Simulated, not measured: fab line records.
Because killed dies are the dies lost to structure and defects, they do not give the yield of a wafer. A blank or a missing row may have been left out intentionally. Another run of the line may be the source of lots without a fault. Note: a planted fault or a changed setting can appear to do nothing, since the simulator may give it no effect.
Struck lot and sound lot, side by side    flow nand harc    15 steps out of a route of 1302
Sound: wafers L784.1, L784.2, L784.5. Struck: wafer L790.2 (L790.4, L790.6, from the same lot, were not struck and are left out); the cause is given at the end.
For every step that has rows: the tool of each side, followed by ch and its chambers, followed by its first start. Under that, the readings that differ: sound wafers    struck wafers    difference of the means    sigmas: that difference in standard deviations of wafers without a fault.
alike: readings with means less than 2 such deviations apart, plus words and numbers identical on both sides. not compared: withheld readings, readings lacking a value on some wafer, bounds such as >300 that could conceal the same value, and numbers that have no deviation in the record and whose values overlap.
The two part at a step that has a row with sigmas, a row that says differs or no value, or rows on one side only. Non-overlapping numbers with no deviation appear without sigmas and do not part them. Lack of a reading on every wafer of one side parts them only where that side has two or more wafers.

NHARC_A_DECK1_JOINT_INSPECT_05:
  struck on defect inspect-02, day 15 00:06; sound on defect inspect-01, day 13 10:38
  alike: raw defect count
next comes 1 step that has no rows for these wafers: NHARC_A_ONON_D2_DEP_00 (target thickness 1000 nm).
NHARC_A_ONON_D2_THK_MEAS_02: measures by ellipsometry.
  struck on film metro-01, day 15 00:41; sound on film metro-01, day 13 11:13
  alike: thk nm
next comes 1 step that has no rows for these wafers: NHARC_A_ONON_D2_DEP_03 (target thickness 1000 nm).
NHARC_A_ONON_D2_THK_MEAS_05: measures by ellipsometry.
  struck on film metro-01, day 15 01:14; sound on film metro-01, day 13 11:47
  alike: thk nm
next comes 1 step that has no rows for these wafers: NHARC_A_ONON_D2_DEP_06 (target thickness 1000 nm).
NHARC_A_ONON_D2_THK_MEAS_08: measures by ellipsometry.
  struck on film metro-01, day 15 01:49; sound on film metro-02, day 13 12:21
  alike: thk nm
next comes 1 step that has no rows for these wafers: NHARC_A_ONON_D2_DEP_09 (target thickness 1000 nm).
NHARC_A_ONON_D2_THK_MEAS_11: measures by ellipsometry.
  struck on film metro-01, day 15 02:23; sound on film metro-01, day 13 12:55
  alike: thk nm
next comes 1 step that has no rows for these wafers: NHARC_A_ONON_D2_DEP_12 (target thickness 1000 nm).
NHARC_A_ONON_D2_THK_MEAS_14: measures by ellipsometry.
  struck on film metro-02, day 15 02:57; sound on film metro-01, day 13 13:29
  alike: thk nm
then, 1 step without rows for these wafers: NHARC_A_ONON_D2_ANNEAL_15 (time 3600 s).
NHARC_A_ONON_D2_DEP_16: target thk 1000 nm.
  sound on pecvd onon-03 ch 0, day 13 20:05; struck on pecvd onon-04 ch 0, day 15 09:53
NHARC_A_ONON_D2_THK_MEAS_18: measures by ellipsometry.
  struck on film metro-01, day 15 10:21; sound on film metro-02, day 13 20:35
reading      sound           struck  difference  sigmas
thk nm (nm)  1002 1000 1000  867     -134        -16
next comes 1 step that has no rows for these wafers: NHARC_A_ONON_D2_DEP_19 (target thickness 1000 nm).

== WHERE THEY PART ==
NHARC_A_ONON_D2_THK_MEAS_18 only, going by this record.

WHY: what the simulator had put in
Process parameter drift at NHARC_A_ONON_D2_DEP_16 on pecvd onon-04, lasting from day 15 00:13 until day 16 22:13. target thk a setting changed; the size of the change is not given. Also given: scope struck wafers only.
